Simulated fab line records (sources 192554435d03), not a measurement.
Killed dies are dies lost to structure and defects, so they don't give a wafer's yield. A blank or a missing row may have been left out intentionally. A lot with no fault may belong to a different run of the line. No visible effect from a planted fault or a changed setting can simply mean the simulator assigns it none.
2 desks looking at one fault | flow n5_finfet | each desk holds nothing but its own numbers, with what lay behind them at the end

THE DEFECT DESK
Per lot, the means of the sampled wafers with a number show what the inspections along the route counted. A lot is out of limits, marked OUT, if its mean lies more than 4 standard deviations from the usual mean; the brackets give that distance.
Columns: A = raw_defect_count at N5_SD_EPI_N_INSPECT_11, usual 2.1
lot  | first seen here | A
L139 | day 3 02:04     | 1.7
L140 | day 3 14:08     | 3.0
L141 | day 3 18:04     | 3.0
L143 | day 4 01:05     | 1.7
L144 | day 4 08:18     | 2.3
L145 | day 4 14:13     | 2.7
L146 | day 4 19:58     | 1.3
L147 | day 5 01:09     | 1.7
L148 | day 5 10:55     | 2.0
L149 | day 5 14:02     | 3.3
L150 | day 5 18:59     | 2.0
L158 | day 7 18:49     | 2.0
L159 | day 8 00:58     | 0.7
L162 | day 8 22:23     | 2.0
Finding of this desk: none of the 14 lots has anything out of limits.

AT THE METROLOGY DESK
What the gauges read, lot by lot, whatever tool the lot ran on: means of the sampled wafers that have a number. A lot is out of limits, marked OUT, if its mean lies more than 4 standard deviations from the usual mean; the brackets give that distance.
Columns: A = thk_nm at N5_SD_EPI_N_EPI_MEAS_23, usual 59.1 nm
lot  | first seen here | A
L139 | day 3 05:30     | 60.1
L140 | day 3 17:34     | 59.6
L141 | day 3 21:34     | 59.4
L143 | day 4 04:31     | 60.3
L144 | day 4 11:44     | 58.6
L145 | day 4 17:44     | 57.9
L146 | day 4 23:41     | 58.6
L147 | day 5 04:35     | 59.9
L148 | day 5 14:22     | 59.4
L149 | day 5 17:29     | 59.9
L150 | day 5 22:26     | 59.5
L158 | day 7 22:15     | 53.6 (-4.6) OUT
L159 | day 8 04:23     | 54.1 (-4.2) OUT
L162 | day 9 02:32     | 58.1
Finding of this desk: L158, L159 out of limits; the first was L158 at day 7 22:15, on thk_nm at N5_SD_EPI_N_EPI_MEAS_23. Within limits: L139, L140, L141, L143, L144, L145, L146, L147, L148, L149, L150, L162.

TAKEN TOGETHER
An alarm was possible from the metrology desk at day 7 22:15, on L158, L159.
No out-of-limits result turned up at the defect desk.
The defect desk has L158, L159 on record, within its limits.
Of the lots named, all ran N5_SD_EPI_N_PRECLEAN_48 on epi_rpcvd-02.

WHAT HAD BEEN PUT IN BY THE SIMULATOR
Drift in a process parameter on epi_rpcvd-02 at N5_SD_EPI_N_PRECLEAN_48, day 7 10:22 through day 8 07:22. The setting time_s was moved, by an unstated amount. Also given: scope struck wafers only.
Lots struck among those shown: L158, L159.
Per desk, hours elapsed from the start of the fault to the first reading out of limits: for the metrology desk, 12.
